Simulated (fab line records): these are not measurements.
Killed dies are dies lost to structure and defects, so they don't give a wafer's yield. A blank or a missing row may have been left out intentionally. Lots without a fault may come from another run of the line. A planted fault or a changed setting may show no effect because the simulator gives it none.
Struck lot and sound lot, side by side	flow nandHarc	13 out of 1302 route steps
Sound: the wafers L509.2, L509.3, L509.5. Struck: wafer L523.2. (L523.1, L523.5 of the same lot were not struck and are left out.) The cause comes at the end.
Order at every step that has rows: each side's tool, ch and its chambers, its first start. Under that, the readings that differ: sound wafers	struck wafers	difference of the means	sigmas: that difference in standard deviations of wafers without a fault.
alike: same words and numbers on both sides, and readings whose means sit less than 2 such deviations apart. not compared: any withheld reading, any reading some wafer has no value for, any bound like >300 that may hide the same value, and any number with overlapping values for which the record gives no deviation.
The two part at a step that has a row with sigmas, a row that says differs or no value, or rows on one side only. Numbers that have no deviation but don't overlap get no sigmas and don't part them. A reading missing from all wafers of one side parts the sides only when that side holds two or more wafers.

first, 4 steps without rows for these wafers: NHARC_A_STAIRCASE_PEB_07 (peb time 130 s); NHARC_A_STAIRCASE_DEVELOP_08 (time 140 s); NHARC_A_STAIRCASE_HARDBAKE_10 (time 140 s); NHARC_A_STAIRCASE_DESCUM_11 (chemistry O2, time 3 s).
NHARC_A_STAIRCASE_TRIM_12: chemistry O2, time 211.2 s.
  sound on rieDiel-11 ch 0,2, day 15 19:01; struck on rieDiel-04 ch 0, day 21 14:59
reading	sound	struck	difference	sigmas
showerheadPlenumPTorr (Torr)	3.32 3.40 3.32	3.79	+0.44	+2
  alike: drypumpMotorCurrentA, oesProductAu, rfVppV, throttleValvePct
  not compared: rfHoursCounterH
NHARC_A_STAIRCASE_ETCH_13: etches the open film in C4F8/O2, target depth 100 nm, time 40.5 s.
  sound on rieDiel-11 ch 1,3; struck on rieDiel-04 ch 3
reading	sound	struck	difference	sigmas
oesProductAu (a.u.)	0.940 0.925 0.921	0.972	+0.043	+3
  alike: rfVppV, runLengthS
  not compared: rfHoursCounterH
then, 1 step without rows for these wafers: NHARC_A_STAIRCASE_TRIM_14 (chemistry O2, time 211.2 s).
NHARC_A_STAIRCASE_ETCH_15: etches the open film in C4F8/O2, target depth 100 nm, time 40.5 s.
  sound on rieDiel-11 ch 0,2; struck on rieDiel-04 ch 3
  alike: oesProductAu, rfVppV, runLengthS
  not compared: rfHoursCounterH
NHARC_A_STAIRCASE_TRIM_16: chemistry O2, time 211.2 s.
  sound on rieDiel-11 ch 0,1,2; struck on rieDiel-04 ch 0
reading	sound	struck	difference	sigmas
showerheadPlenumPTorr (Torr)	3.32 3.40 3.44	3.79	+0.40	+2
  alike: drypumpMotorCurrentA, oesProductAu, rfVppV, throttleValvePct
  not compared: rfHoursCounterH
then, 1 step without rows for these wafers: NHARC_A_STAIRCASE_ETCH_17 (etches the open film in C4F8/O2, target depth 100 nm, time 40.5 s).
NHARC_A_STAIRCASE_TRIM_18: chemistry O2, time 211.2 s.
  sound on rieDiel-11 ch 0,3; struck on rieDiel-04 ch 3
reading	sound	struck	difference	sigmas
rfVppV (V)	57.4 57.1 56.7	59.3	+2.2	+3
  alike: drypumpMotorCurrentA, oesProductAu, showerheadPlenumPTorr, throttleValvePct
  not compared: rfHoursCounterH
NHARC_A_STAIRCASE_ETCH_19: etches the open film in C4F8/O2, target depth 100 nm, time 40.5 s.
  sound on rieDiel-11 ch 1,3, day 15 20:14; struck on rieDiel-04 ch 2, day 21 15:51
reading	sound	struck	difference	sigmas
runLengthS (s)	62.5 61.6 62.4	71.5	+9.3	+22
  alike: oesProductAu, rfVppV
  not compared: rfHoursCounterH
-- the record jumps here: 9 days lie between the struck wafers' starts before and after (it left off in module A_STAIRCASE and takes up again in module END, whose first step shown is number 1302 of the route) --
NHARC_END_SORT_01:
  here the record holds rows for the struck wafers (prober-01 ch 0, day 30 20:56) but none for the sound ones

== WHERE THEY PART ==
Earliest at NHARC_A_STAIRCASE_TRIM_12; latest, in this record, at NHARC_END_SORT_01.

WHY: what had been put in by the simulator
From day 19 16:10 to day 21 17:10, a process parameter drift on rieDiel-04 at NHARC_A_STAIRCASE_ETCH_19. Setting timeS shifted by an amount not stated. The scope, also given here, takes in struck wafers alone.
